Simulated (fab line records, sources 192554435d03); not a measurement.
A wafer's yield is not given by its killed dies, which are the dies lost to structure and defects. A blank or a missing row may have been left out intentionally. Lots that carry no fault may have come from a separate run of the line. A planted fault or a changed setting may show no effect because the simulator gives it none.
Which tool did it? || flow n5Finfet || 16 wafers from 6 lots sampled at 4 of the route's 1938 steps

== WHAT THE GAUGES SHOWED, per wafer ==
N5_BEOL_M5_CD_MEAS_18: pitch 56 nm, target cd 28 nm.
{"lot": "L533", "measured": "day 8 11:35", "on": "cdSem-03", "cdNm (nm)": "27.9 28.8 28.2"}
{"lot": "L535", "measured": "day 9 04:46", "on": "cdSem-01", "cdNm (nm)": "28.2 27.8 28.3"}
{"lot": "L539", "measured": "day 10 04:01", "on": "cdSem-02", "cdNm (nm)": "27.7 27.6"}
{"lot": "L543", "measured": "day 11 06:10", "on": "cdSem-03", "cdNm (nm)": "28.2 27.8"}
{"lot": "L549", "measured": "day 12 10:40", "on": "cdSem-01", "cdNm (nm)": "27.5 27.9 27.6"}
{"lot": "L555", "measured": "day 13 20:34", "on": "cdSem-03", "cdNm (nm)": "28.0 27.9 28.2"}

== TOOL THAT RAN EACH LOT (tool first, then ch and the chambers of the sampled wafers, then the start) ==
{"lot": "L533", "N5_BEOL_M4_CO_CAP_55": "cvdCo-01 ch 1,2, day 8 05:49", "N5_BEOL_M4_DEP_57": "pecvd-02 ch 0,1, day 8 05:56", "N5_BEOL_M5_ETCH_61": "rieDiel-05 ch 0,1,2, day 8 11:10"}
{"lot": "L535", "N5_BEOL_M4_CO_CAP_55": "cvdCo-01 ch 1,2, day 9 01:08", "N5_BEOL_M4_DEP_57": "pecvd-01 ch 1,2, day 9 01:15", "N5_BEOL_M5_ETCH_61": "rieDiel-05 ch 2,3, day 9 04:23"}
{"lot": "L539", "N5_BEOL_M4_CO_CAP_55": "cvdCo-02 ch 1,2, day 9 23:47", "N5_BEOL_M4_DEP_57": "pecvd-01 ch 1,2, day 9 23:53", "N5_BEOL_M5_ETCH_61": "rieDiel-05 ch 0,2, day 10 03:33"}
{"lot": "L543", "N5_BEOL_M4_CO_CAP_55": "cvdCo-02 ch 1,2, day 11 01:45", "N5_BEOL_M4_DEP_57": "pecvd-01 ch 0, day 11 01:52", "N5_BEOL_M5_ETCH_61": "rieDiel-05 ch 0,2, day 11 05:42"}
{"lot": "L549", "N5_BEOL_M4_CO_CAP_55": "cvdCo-02 ch 0,1, day 12 05:55", "N5_BEOL_M4_DEP_57": "pecvd-02 ch 0,1,2, day 12 06:02", "N5_BEOL_M5_ETCH_61": "rieDiel-04 ch 1,3, day 12 09:59"}
{"lot": "L555", "N5_BEOL_M4_CO_CAP_55": "cvdCo-02 ch 0,1,2, day 13 15:54", "N5_BEOL_M4_DEP_57": "pecvd-01 ch 0,1,2, day 13 16:01", "N5_BEOL_M5_ETCH_61": "rieDiel-05 ch 0,2,3, day 13 20:07"}
- N5_BEOL_M4_CO_CAP_55: material Co, precursor CCTBA/H2, target thk 2 nm, time 102.1 s.
- N5_BEOL_M4_DEP_57: deposits SiCN from 3MS/NH3, target thk 8 nm, time 14 s.
- N5_BEOL_M5_ETCH_61: etches SiARC in CF4, target depth 15.6 nm, time 26 s.

== THE ANSWER, worked out from the rows above alone ==
Rule: the usual values come from the lots themselves. The widest of any qualifying gaps counts: lots, ordered by their means at a reading, are off when they make up no more than a third of the lots, leave a main group of 4 or more, and stand apart from it by 3 or more times the standard deviation of that group's means. A main group whose means are all the same, to the digits that the tables above print for the reading, isn't used. A lot without any number at a reading at which 4 lots or more have one is off too. Where the step has rows for the other lots, those lots are counted as sound.
No lot is off at any reading shown: from this, nothing can be told.

== WHAT THE SIMULATOR HAD INSERTED ==
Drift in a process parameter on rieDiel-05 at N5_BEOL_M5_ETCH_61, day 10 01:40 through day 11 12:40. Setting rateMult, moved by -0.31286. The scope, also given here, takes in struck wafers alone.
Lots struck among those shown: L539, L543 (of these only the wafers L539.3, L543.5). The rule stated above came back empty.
